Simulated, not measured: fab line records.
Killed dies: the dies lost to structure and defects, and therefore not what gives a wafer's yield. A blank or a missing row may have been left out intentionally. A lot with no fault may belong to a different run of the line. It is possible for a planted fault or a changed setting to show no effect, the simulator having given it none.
2 desks looking at one fault | flow n5 finfet | what lay behind the numbers comes last; until then each desk has only its own

== TOOL OWNER'S DESK, litho track-04 ==
The tool's own readings at N5_BEOL_M3_COAT_22 (resist thk 30 nm): means of the sampled wafers that have a number, for each lot that ran on this tool. If a lot's mean is further than 4 standard deviations from the usual mean, the lot is out of limits and carries the mark OUT (the distance appears in the brackets).
Columns: A = spin speed rpm at N5_BEOL_M3_COAT_22, usual 1500.2 rpm
lot  | first seen here | A
L349 | day 8 18:04     | 1500.8
L350 | day 9 10:58     | 1500.5
L356 | day 11 00:11    | 1501.7
L363 | day 12 10:58    | 1165.4 (-99 or more) OUT
L365 | day 12 23:09    | 1165.8 (-99 or more) OUT
Finding of this desk: L363, L365 out of limits; the first was L363 at day 12 10:58, on spin speed rpm at N5_BEOL_M3_COAT_22. L349, L350, L356 stayed within limits.

== FROM THE METROLOGY DESK ==
What the gauges read for every lot (on any tool): the sampled wafers with a number, averaged. If a lot's mean is further than 4 standard deviations from the usual mean, the lot is out of limits and carries the mark OUT (the distance appears in the brackets). Of its 10 readings 7 are shown: those that lie furthest out on some lot.
Columns: A = DIBL_N at N5_BEOL_M4_RC_MEAS_101, usual 35.9 mV/V; B = IOFF_N at N5_BEOL_M4_RC_MEAS_101, usual 0.152 nA/um; C = IOFF_P at N5_BEOL_M4_RC_MEAS_101, usual 0.204 nA/um; D = ION_P at N5_BEOL_M4_RC_MEAS_101, usual 462 uA/um; E = SS_P at N5_BEOL_M4_RC_MEAS_101, usual 73.2 mV/dec; F = VT_N at N5_BEOL_M4_RC_MEAS_101, usual 250.3 mV; G = VT_P at N5_BEOL_M4_RC_MEAS_101, usual -250.6 mV
lot  | first seen here | A    | B     | C     | D   | E    | F     | G
L345 | day 8 20:23     | 33.7 | 0.138 | 0.195 | 463 | 72.6 | 250.6 | -250.3
L347 | day 9 21:12     | 36.4 | 0.140 | 0.183 | 459 | 73.0 | 252.7 | -252.6
L349 | day 10 14:52    | 36.6 | 0.151 | 0.220 | 458 | 73.4 | 251.4 | -250.0
L350 | day 11 00:04    | 34.8 | 0.130 | 0.176 | 461 | 72.9 | 253.3 | -252.7
L353 | day 11 07:58    | 37.6 | 0.204 | 0.224 | 461 | 73.3 | 244.3 | -251.0
L352 | day 12 03:04    | 35.5 | 0.135 | 0.198 | 459 | 73.1 | 249.9 | -248.8
L356 | day 12 10:53    | 37.1 | 0.160 | 0.243 | 472 | 73.1 | 249.2 | -245.1
L363 | day 13 17:28    | 35.9 | 0.158 | 0.182 | 454 | 73.3 | 249.6 | -254.8
L365 | day 14 19:56    | 39.0 | 0.194 | 0.253 | 461 | 74.3 | 248.7 | -248.9
Result from this desk: across the 9 lots, nothing is out of limits.

== PUT TOGETHER ==
The tool owner's desk could have raised an alarm at day 12 10:58, on L363, L365.
From the metrology desk's view, nothing was out of limits.
The metrology desk has L363, L365 on record, within its limits.
Of the lots named, all ran N5_BEOL_M3_COAT_22 on litho track-04.

== WHAT THE SIMULATOR HAD INSERTED ==
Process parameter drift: litho track-04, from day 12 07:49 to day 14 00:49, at N5_BEOL_M3_COAT_22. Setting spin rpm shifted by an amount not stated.
Lots struck among those shown: L363, L365.
Delay in hours, fault start to first out-of-limits reading, by desk: the tool owner's desk at 3.
